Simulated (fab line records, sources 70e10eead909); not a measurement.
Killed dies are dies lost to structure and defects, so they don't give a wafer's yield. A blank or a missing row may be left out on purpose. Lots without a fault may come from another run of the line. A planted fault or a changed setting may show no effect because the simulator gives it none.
Which tool did it? | flow nand_harc | 12 lots, 36 wafers sampled, at 5 steps of a route of 1159

WHAT THE GAUGES READ, wafer by wafer
NHARC_END_SORT_01.
lot  | measured     | on        | defect_limited_yield (%) | killed_at_array | killed_at_other | killed_at_periphery | killed_dies | killed_open | killed_short | sort_bin_2_pct (%) | sort_bin_3_pct (%) | sort_bin_4_pct (%) | sort_n_pass | sort_rim_yield_pct (%) | sort_yield_pct (%)
L583 | day 21 22:43 | prober-01 | 93.4 94.2 93.1           | 39 36 41        | 1 0 1           | 5 3 5               | 45 39 47    | 4 4 5       | 1 0 4        | 2.7 1.9 2.7        | 0 0 0.30           | 4.0 3.8 4.0        | 632 638 630 | 95.3 92.5 97.2         | 93.4 94.2 93.1
L585 | day 23 02:58 | prober-02 | 94.2 92.8 92.0           | 32 38 42        | 6 5 4           | 1 6 8               | 39 49 54    | 3 2 3       | 3 2 1        | 2.4 1.5 2.5        | 0.30 1.03 1.33     | 3.1 4.7 4.1        | 638 628 623 | 92.5 97.2 89.6         | 94.2 92.8 92.0
L590 | day 24 04:44 | prober-02 | 94.4 94.5 94.7           | 28 35 32        | 0 0 0           | 10 2 4              | 38 37 36    | 1 5 3       | 2 0 0        | 1.3 1.3 1.8        | 0.30 0.30 0.15     | 4.0 3.8 3.4        | 639 640 641 | 92.5 98.1 94.3         | 94.4 94.5 94.7
L596 | day 24 15:29 | prober-01 | 95.7 95.3 95.4           | 26 30 29        | 0 0 0           | 3 2 2               | 29 32 31    | 5 4 1       | 0 1 5        | 1.2 1.6 1.3        | 0.30 0.59 0.30     | 2.8 2.5 3.0        | 648 645 646 | 93.4 97.2 98.1         | 95.7 95.3 95.4

WHICH TOOL RAN EACH LOT (tool, then ch and the chambers of the sampled wafers, then the start)
lot  | NHARC_P_M2_ETCH_28                 | NHARC_P_M2_DEGAS_29          | NHARC_P_M2_PVD_20                       | NHARC_P_M2_ANNEAL_31
L573 | rie_diel-07 ch 2,3, day 5 20:52    | pvd_sputter-01, day 5 21:17  | pvd_sputter-01, day 5 22:06 or earlier  | rtp_anneal-02 ch 0, day 5 22:06
L575 | rie_diel-07 ch 0,1, day 6 15:37    | pvd_sputter-01, day 6 16:01  | pvd_sputter-01, day 6 16:49 or earlier  | rtp_anneal-01 ch 0, day 6 16:49
L576 | rie_diel-07 ch 0,1,2, day 6 16:47  | pvd_sputter-02, day 6 17:11  | pvd_sputter-02, day 6 17:59 or earlier  | rtp_anneal-02 ch 0, day 6 17:59
L577 | rie_diel-07 ch 0,1,2, day 7 14:19  | pvd_sputter-03, day 7 14:44  | pvd_sputter-03, day 7 15:39 or earlier  | rtp_anneal-01 ch 0, day 7 15:39
L579 | rie_diel-01 ch 1,2,3, day 8 01:13  | pvd_sputter-02, day 8 01:37  | pvd_sputter-02, day 8 02:24 or earlier  | rtp_anneal-01 ch 0, day 8 02:24
L580 | rie_diel-04 ch 0,1,3, day 8 06:05  | pvd_sputter-01, day 8 06:29  | pvd_sputter-01, day 8 07:14 or earlier  | rtp_anneal-01 ch 0, day 8 07:14
L583 | rie_diel-04 ch 0,2,3, day 8 17:29  | pvd_sputter-03, day 8 17:55  | pvd_sputter-03, day 8 19:01 or earlier  | rtp_anneal-01 ch 0, day 8 19:01
L585 | rie_diel-07 ch 1,2,3, day 9 20:12  | pvd_sputter-03, day 9 20:35  | pvd_sputter-03, day 9 21:28 or earlier  | rtp_anneal-02 ch 0, day 9 21:28
L590 | rie_diel-01 ch 1,2,3, day 10 14:59 | pvd_sputter-01, day 10 15:23 | pvd_sputter-01, day 10 16:08 or earlier | rtp_anneal-02 ch 0, day 10 16:08
L594 | rie_diel-07 ch 1,2, day 11 06:56   | pvd_sputter-02, day 11 07:20 | pvd_sputter-02, day 11 08:09 or earlier | rtp_anneal-01 ch 0, day 11 08:09
L596 | rie_diel-04 ch 1,2, day 11 14:24   | pvd_sputter-01, day 11 14:49 | pvd_sputter-02, day 11 14:56            | rtp_anneal-01 ch 0, day 11 15:34
L595 | rie_diel-07 ch 0,2,3, day 11 14:45 | pvd_sputter-03, day 11 15:08 | pvd_sputter-03, day 11 15:52 or earlier | rtp_anneal-02 ch 0, day 11 15:52
- NHARC_P_M2_ETCH_28: etches the open film in CF4/N2, target depth 30 nm, time 72.99 s.
- NHARC_P_M2_DEGAS_29: time 60 s.
- NHARC_P_M2_PVD_20: deposits TaN, target thk 5 nm, time 8.06 s.
- NHARC_P_M2_ANNEAL_31: time 90 s.

WHAT THE TOOLS THEMSELVES READ (means of the sampled wafers that have a number; where no wafer has one, the mark that the record gives instead)
NHARC_P_M2_ETCH_28.
lot  | tool        | chamber_pressure_mTorr (mTorr) | drypump_motor_current_A (A) | oes_product_au (a.u.) | rf_vpp_V (V) | run_length_s (s) | showerhead_plenum_p_Torr (Torr) | throttle_valve_pct (%)
L573 | rie_diel-07 | 30.010                         | 6.1                         | 0.994                 | 313.7        | 94.3             | 2.62                            | 19.793
L575 | rie_diel-07 | 29.998                         | 5.1                         | 0.997                 | 312.9        | 94.2             | 2.54                            | 19.784
L576 | rie_diel-07 | 29.986                         | 5.7                         | 1.000                 | 312.8        | 94.1             | 2.59                            | 19.793
L577 | rie_diel-07 | 30.028                         | 5.7                         | 1.002                 | 313.9        | 94.2             | 2.59                            | 19.796
L579 | rie_diel-01 | 29.999                         | 5.5                         | 1.002                 | 313.6        | 94.7             | 2.58                            | 19.798
L580 | rie_diel-04 | 30.019                         | 5.5                         | 0.990                 | 316.1        | 94.3             | 2.72                            | 19.790
L583 | rie_diel-04 | 29.985                         | 5.9                         | 0.998                 | 315.5        | 94.6             | 2.68                            | 19.796
L585 | rie_diel-07 | 29.998                         | 5.5                         | 1.001                 | 313.2        | 94.4             | 2.57                            | 19.789
L590 | rie_diel-01 | 30.015                         | 5.5                         | 1.005                 | 312.7        | 94.6             | 2.57                            | 19.800
L594 | rie_diel-07 | 30.018                         | 5.9                         | 1.002                 | 313.3        | 89.7             | 2.56                            | 19.795
L596 | rie_diel-04 | 29.962                         | 6.3                         | 1.003                 | 313.3        | 94.8             | 2.55                            | 19.800
L595 | rie_diel-07 | 29.999                         | 6.0                         | 0.997                 | 314.6        | 85.0             | 2.65                            | 19.792

NHARC_P_M2_DEGAS_29.
lot  | tool           | heater_power_w (W)
L573 | pvd_sputter-01 | 291
L575 | pvd_sputter-01 | 297
L576 | pvd_sputter-02 | 295
L577 | pvd_sputter-03 | 338
L579 | pvd_sputter-02 | 339
L580 | pvd_sputter-01 | 305
L583 | pvd_sputter-03 | 342
L585 | pvd_sputter-03 | 351
L590 | pvd_sputter-01 | 301
L594 | pvd_sputter-02 | 291
L596 | pvd_sputter-01 | 301
L595 | pvd_sputter-03 | 348

NHARC_P_M2_PVD_20.
lot  | tool           | chamber_pressure_pa (Pa) | throttle_valve_pct (%)
L573 | pvd_sputter-01 | 0.12                     | 28.9
L575 | pvd_sputter-01 | 0.12                     | 28.8
L576 | pvd_sputter-02 | 0.12                     | 29.3
L577 | pvd_sputter-03 | 0.12                     | 30.3
L579 | pvd_sputter-02 | 0.12                     | 29.3
L580 | pvd_sputter-01 | 0.12                     | 29.9
L583 | pvd_sputter-03 | 0.12                     | 30.6
L585 | pvd_sputter-03 | 0.12                     | 31.0
L590 | pvd_sputter-01 | 0.12                     | 29.8
L594 | pvd_sputter-02 | 0.12                     | 28.6
L596 | pvd_sputter-02 | 0.12                     | 29.2
L595 | pvd_sputter-03 | 0.12                     | 30.5

NHARC_P_M2_ANNEAL_31.
lot  | tool          | wafer_temp_C_max
L573 | rtp_anneal-02 | 225.8
L575 | rtp_anneal-01 | 226.3
L576 | rtp_anneal-02 | 225.7
L577 | rtp_anneal-01 | 226.1
L579 | rtp_anneal-01 | 226.2
L580 | rtp_anneal-01 | 226.3
L583 | rtp_anneal-01 | 226.2
L585 | rtp_anneal-02 | 226.0
L590 | rtp_anneal-02 | 225.7
L594 | rtp_anneal-01 | 226.2
L596 | rtp_anneal-01 | 226.2
L595 | rtp_anneal-02 | 225.9

THE ANSWER, worked out from the rows above alone
Rule: what is usual is taken from the lots themselves. Put in order of their means at a reading, lots are off if they are a third of the lots or fewer, leave a main group of 4 or more, and stand apart from it by a gap of 3 or more times the standard deviation of the main group's means; of several such gaps the widest counts. A main group whose means are all the same, to the digits that the tables above print for the reading, isn't used. A lot without any number at a reading at which 4 lots or more have one is off too. The other lots that the step has rows for count as sound. The gauges are gone through in route order, then the tools' own readings, and for those a lot's mean is taken as printed above. The first step at which some lot is off is used, and at that step the reading that is off furthest; a lot without a number counts as furthest.
Off: L594, L595, at NHARC_P_M2_ETCH_28 (run_length_s). The main group: mean 94.4 s, standard deviation 0.23.
A tool fits if, at that step or a process step before it, it ran every lot that is off, and no sound lot after the first of them. One fits: rie_diel-07 at NHARC_P_M2_ETCH_28. Its last sound lot is L585 (day 9 20:12), its first lot that is off L594 (day 11 06:56): a fault that began between those two fits.
The tool's own readings at NHARC_P_M2_ETCH_28 bear it out: on the lots that are off they differ by more than 5 times the standard deviation of the sound lots' means. run_length_s reads 87.3 s there against 94.4 s on the sound lots.

WHAT THE SIMULATOR HAD PUT IN
Process parameter drift: rie_diel-07, from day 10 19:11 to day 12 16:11, at NHARC_P_M2_ETCH_28. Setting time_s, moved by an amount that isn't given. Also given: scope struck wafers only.
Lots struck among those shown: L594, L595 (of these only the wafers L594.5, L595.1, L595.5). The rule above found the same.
